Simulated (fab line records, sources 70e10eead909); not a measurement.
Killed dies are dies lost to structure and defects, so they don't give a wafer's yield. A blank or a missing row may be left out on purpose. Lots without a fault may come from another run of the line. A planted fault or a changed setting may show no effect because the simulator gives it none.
A struck lot beside a sound one | flow nand_harc | 17 steps out of a route of 1159
Sound: wafers L801.1, L801.2, L801.3. Struck: wafers L818.1, L818.2, L818.3. The cause comes at the end.
At each step with rows: each side's tool, then ch and its chambers, then its first start. Under that, the readings that differ: sound wafers | struck wafers | difference of the means | sigmas: that difference in standard deviations of wafers without a fault.
alike: readings whose means differ by less than 2 such deviations, and words and numbers that are the same on both sides. not compared: withheld readings, readings that some wafer has no value for, bounds like >300 that may hide the same value, and numbers for which the record gives no deviation and whose values overlap.
The two part at a step that has a row with sigmas, a row that says differs or no value, or rows on one side only. Numbers that don't overlap but have no deviation are shown without sigmas and don't part them. A reading that every wafer of one side lacks parts them only if that side has two wafers or more.

first, 2 steps without rows for these wafers: NHARC_A_BONDPAD_HARDBAKE_10 (time 65 s); NHARC_A_BONDPAD_DESCUM_11 (chemistry O2, time 3 s).
NHARC_A_BONDPAD_ETCH_34: etches the open film in N2/H2, target depth 60 nm, overetch 18 nm, time 65.91 s.
  sound on rie_diel-06 ch 0,1,2, day 17 12:23; struck on rie_diel-06 ch 0,1,3, day 22 08:10
  reading                | sound | struck | difference | sigmas
  rf_hours_counter_h (h) | 5 5 5 | 2 3 3  | -2         |
  alike: drypump_motor_current_A, oes_product_au, rf_vpp_V, showerhead_plenum_p_Torr, throttle_valve_pct
NHARC_A_BONDPAD_ETCH_12: etches the open film in CHF3/O2, target depth 220 nm, time 110 s.
  sound on rie_diel-06 ch 0,1,3; struck on rie_diel-06 ch 1,2,3
  reading                | sound | struck | difference | sigmas
  rf_hours_counter_h (h) | 5 5 5 | 3 3 3  | -2         |
  alike: drypump_motor_current_A, oes_product_au, rf_vpp_V, showerhead_plenum_p_Torr, throttle_valve_pct
NHARC_A_BONDPAD_CD_MEAS_13:
  sound on cd_sem-01, day 17 12:37; struck on cd_sem-02, day 22 08:24
  alike: cd_nm
NHARC_A_BONDPAD_STRIP_15: strips in O2.
  sound on rie_diel-06 ch 1,2,3, day 17 12:43; struck on rie_diel-06 ch 0,1,3, day 22 08:28
  reading                | sound | struck | difference | sigmas
  rf_hours_counter_h (h) | 5 5 5 | 3 3 3  | -2         |
  alike: drypump_motor_current_A, oes_product_au, rf_vpp_V, showerhead_plenum_p_Torr, throttle_valve_pct
then, 4 steps without rows for these wafers: NHARC_A_BONDPAD_ETCH_24 (etches the open film in CF4/N2, target depth 30 nm, time 72.99 s); NHARC_A_BONDPAD_STRIP_16 (strips in post etch residue remover, time 600 s); NHARC_A_BONDPAD_DEGAS_25 (time 60 s); NHARC_A_BONDPAD_PRE_CLEAN_26 (time 30 s).
NHARC_A_BONDPAD_PVD_17: deposits TaN, target thk 5 nm, time 8.06 s.
  sound on pvd_sputter-01; struck on pvd_sputter-02
  alike: throttle_valve_pct
then, 1 step without rows for these wafers: NHARC_A_BONDPAD_PVD_27 (deposits Cu, target thk 30 nm, time 20.49 s).
NHARC_A_BONDPAD_ECD_18: material Cu, target thk 400 nm.
  sound on ecd_cu-01 ch 0,1, day 17 14:02; struck on ecd_cu-01 ch 0,1, day 22 09:25
  no value came back on the struck wafers for bath_heat_duty_pct (%), bath_temp_c (C); on the sound wafers bath_heat_duty_pct (%) reads 5.6 6.1 5.0
NHARC_A_BONDPAD_ANNEAL_28: time 90 s.
  sound on rtp_anneal-01 ch 0, day 17 14:25; struck on rtp_anneal-02 ch 0, day 22 09:47
  alike: wafer_temp_C_max
then, 1 step without rows for these wafers: NHARC_A_BONDPAD_CMP_19 (polishes, t overpolish 30 s, cu recess touch 16 s, target thk 169.8 nm).
NHARC_A_BONDPAD_THK_MEAS_20: measures by xrf.
  sound on film_metro-01, day 17 15:05; struck on film_metro-01, day 22 10:27
  reading     | sound             | struck         | difference | sigmas
  thk_nm (nm) | 169.0 170.1 168.9 | 29.9 30.4 30.8 | -139.0     | -93
then, 1 step without rows for these wafers: NHARC_A_BONDPAD_SRD_21 (time 30 s, dry time 20 s).

WHERE THEY PART
First at NHARC_A_BONDPAD_ECD_18; last, within this record, at NHARC_A_BONDPAD_THK_MEAS_20.

WHY: what the simulator had put in
Skipped step whole: ecd_cu-01, from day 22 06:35 on, at NHARC_A_BONDPAD_ECD_18. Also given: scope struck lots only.
